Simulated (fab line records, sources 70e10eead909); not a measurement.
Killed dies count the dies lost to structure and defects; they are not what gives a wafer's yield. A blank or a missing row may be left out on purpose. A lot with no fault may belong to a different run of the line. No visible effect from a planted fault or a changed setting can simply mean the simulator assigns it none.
Matching of chambers -- flow nandHarc -- 4 sister chambers for NHARC_A_BLC_DESCUM_15 on rieDiel-13
The step chemistry O2, time 3 s. 4 wafers are shown with their chamber, then 11 later ones without.

## EACH WAFER AND ITS CHAMBER
wafer,chamber,drypumpMotorCurrentA (A)
L089.2,0,6.3
L087.3,3,5.4
L092.6,2,5.6
L093.1,1,5.1

## WAFERS MISSING THEIR CHAMBER
wafer,drypumpMotorCurrentA (A)
L093.4,5.4
L093.6,6.3
L094.1,6.3
L094.2,5.4
L094.4,5.6
L096.2,6.3
L096.5,5.5
L096.6,5.4
L097.1,5.4
L097.4,6.3
L097.5,5.6

## WHICH CHAMBER EACH ONE RAN IN
wafer,from the rows above,in truth
L093.4,3,3
L093.6,0,0
L094.1,0,0
L094.2,3,3
L094.4,2,2
L096.2,0,0
L096.5,can't be placed: 2 or 3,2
L096.6,3,3
L097.1,3,3
L097.4,0,0
L097.5,2,2
Placed correctly: 10 of 11. Cannot be placed on the basis of these rows: 1; the candidates contain the true chamber in 1. Placed wrongly: 0.
How it was worked out, from the rows above alone: a wafer's distance from a chamber is the root of the sum, over the readings, of the square of ((its reading less the chamber's mean) divided by the reading's scatter). If the next closest chamber is less than 2 further off than the closest, the wafer can't be placed; otherwise it belongs to the closest. The mean given for a chamber averages the wafers shown for that chamber. The scatter: with one shown wafer a chamber, the root of the mean of the squares of how far each hidden wafer lies from its nearest shown one.
